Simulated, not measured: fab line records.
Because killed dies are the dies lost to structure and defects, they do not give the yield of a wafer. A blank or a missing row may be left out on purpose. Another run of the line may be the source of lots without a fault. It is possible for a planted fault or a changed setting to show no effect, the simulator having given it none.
Chamber matching / flow nand harc / rie diel-05 running NHARC_A_STAIRCASE_DESCUM_219: 4 sister chambers
The step chemistry O2, time 3 s. 20 wafers are shown with their chamber, then 10 later ones without.

## WAFERS PAIRED WITH THEIR CHAMBERS
wafer=L078.1; chamber=0; drypump motor current A (A)=5.8; showerhead plenum p Torr (Torr)=1.95; throttle valve pct (%)=11.308
wafer=L078.2; chamber=2; drypump motor current A (A)=6.2; showerhead plenum p Torr (Torr)=2.02; throttle valve pct (%)=11.299
wafer=L078.3; chamber=3; drypump motor current A (A)=6.6; showerhead plenum p Torr (Torr)=1.91; throttle valve pct (%)=11.302
wafer=L080.1; chamber=0; drypump motor current A (A)=5.8; showerhead plenum p Torr (Torr)=1.95; throttle valve pct (%)=11.291
wafer=L080.2; chamber=1; drypump motor current A (A)=5.9; showerhead plenum p Torr (Torr)=1.91; throttle valve pct (%)=11.306
wafer=L080.6; chamber=0; drypump motor current A (A)=5.8; showerhead plenum p Torr (Torr)=1.95; throttle valve pct (%)=11.324
wafer=L079.2; chamber=1; drypump motor current A (A)=6.0; showerhead plenum p Torr (Torr)=1.91; throttle valve pct (%)=11.317
wafer=L079.3; chamber=3; drypump motor current A (A)=6.6; showerhead plenum p Torr (Torr)=1.91; throttle valve pct (%)=11.318
wafer=L079.4; chamber=2; drypump motor current A (A)=6.1; showerhead plenum p Torr (Torr)=2.01; throttle valve pct (%)=11.296
wafer=L084.1; chamber=1; drypump motor current A (A)=5.9; showerhead plenum p Torr (Torr)=1.91; throttle valve pct (%)=11.316
wafer=L084.2; chamber=3; drypump motor current A (A)=6.6; showerhead plenum p Torr (Torr)=1.91; throttle valve pct (%)=11.301
wafer=L084.6; chamber=3; drypump motor current A (A)=6.6; showerhead plenum p Torr (Torr)=1.90; throttle valve pct (%)=11.311
wafer=L087.2; chamber=1; drypump motor current A (A)=5.9; showerhead plenum p Torr (Torr)=1.91; throttle valve pct (%)=11.323
wafer=L087.3; chamber=3; drypump motor current A (A)=6.6; showerhead plenum p Torr (Torr)=1.90; throttle valve pct (%)=11.299
wafer=L087.5; chamber=2; drypump motor current A (A)=6.2; showerhead plenum p Torr (Torr)=2.01; throttle valve pct (%)=11.306
wafer=L089.1; chamber=0; drypump motor current A (A)=5.8; showerhead plenum p Torr (Torr)=1.94; throttle valve pct (%)=11.306
wafer=L089.2; chamber=3; drypump motor current A (A)=6.6; showerhead plenum p Torr (Torr)=1.90; throttle valve pct (%)=11.312
wafer=L089.3; chamber=2; drypump motor current A (A)=6.2; showerhead plenum p Torr (Torr)=2.01; throttle valve pct (%)=11.318
wafer=L092.1; chamber=2; drypump motor current A (A)=6.2; showerhead plenum p Torr (Torr)=2.01; throttle valve pct (%)=11.320
wafer=L092.2; chamber=1; drypump motor current A (A)=5.9; showerhead plenum p Torr (Torr)=1.90; throttle valve pct (%)=11.324

SIGNATURES, as means of the wafers listed above
reading=drypump motor current A; chamber 0=5.800; chamber 1=5.920; chamber 2=6.180; chamber 3=6.600; scatter within a chamber=0.0316
reading=showerhead plenum p Torr; chamber 0=1.9475; chamber 1=1.9080; chamber 2=2.0120; chamber 3=1.9050; scatter within a chamber=0.00491
reading=throttle valve pct; chamber 0=11.30725; chamber 1=11.31720; chamber 2=11.30780; chamber 3=11.30717; scatter within a chamber=0.00972
Rule: a wafer lies at a distance from a chamber equal to the root of the sum of squares, over the readings, of (its reading less the chamber's mean, divided by the reading's scatter). The wafer belongs to the nearest chamber; if the next one is less than 2 further off, it can't be placed. The scatter: the root of (the sum of the squares of (reading less its chamber's mean) over the shown wafers, divided by (wafers less chambers)).

## WAFERS MISSING THEIR CHAMBER
wafer=L092.4; drypump motor current A (A)=5.8; showerhead plenum p Torr (Torr)=1.94; throttle valve pct (%)=11.308
wafer=L093.3; drypump motor current A (A)=6.6; showerhead plenum p Torr (Torr)=1.90; throttle valve pct (%)=11.308
wafer=L093.5; drypump motor current A (A)=6.2; showerhead plenum p Torr (Torr)=2.01; throttle valve pct (%)=11.313
wafer=L093.6; drypump motor current A (A)=5.9; showerhead plenum p Torr (Torr)=1.90; throttle valve pct (%)=11.312
wafer=L096.2; drypump motor current A (A)=6.2; showerhead plenum p Torr (Torr)=2.00; throttle valve pct (%)=11.311
wafer=L096.3; drypump motor current A (A)=6.6; showerhead plenum p Torr (Torr)=1.90; throttle valve pct (%)=11.307
wafer=L096.6; drypump motor current A (A)=6.2; showerhead plenum p Torr (Torr)=2.00; throttle valve pct (%)=11.308
wafer=L095.1; drypump motor current A (A)=5.8; showerhead plenum p Torr (Torr)=1.94; throttle valve pct (%)=11.320
wafer=L095.2; drypump motor current A (A)=6.6; showerhead plenum p Torr (Torr)=1.90; throttle valve pct (%)=11.310
wafer=L095.5; drypump motor current A (A)=5.9; showerhead plenum p Torr (Torr)=1.90; throttle valve pct (%)=11.309

## WHICH CHAMBER EACH WENT THROUGH
wafer=L092.4; from the rows above=0; in truth=0
wafer=L093.3; from the rows above=3; in truth=3
wafer=L093.5; from the rows above=2; in truth=2
wafer=L093.6; from the rows above=1; in truth=1
wafer=L096.2; from the rows above=2; in truth=2
wafer=L096.3; from the rows above=3; in truth=3
wafer=L096.6; from the rows above=2; in truth=2
wafer=L095.1; from the rows above=0; in truth=0
wafer=L095.2; from the rows above=3; in truth=3
wafer=L095.5; from the rows above=1; in truth=1
Correct placement for 10 of the 10. Number that these rows cannot place: 0. Number placed wrongly: 0.
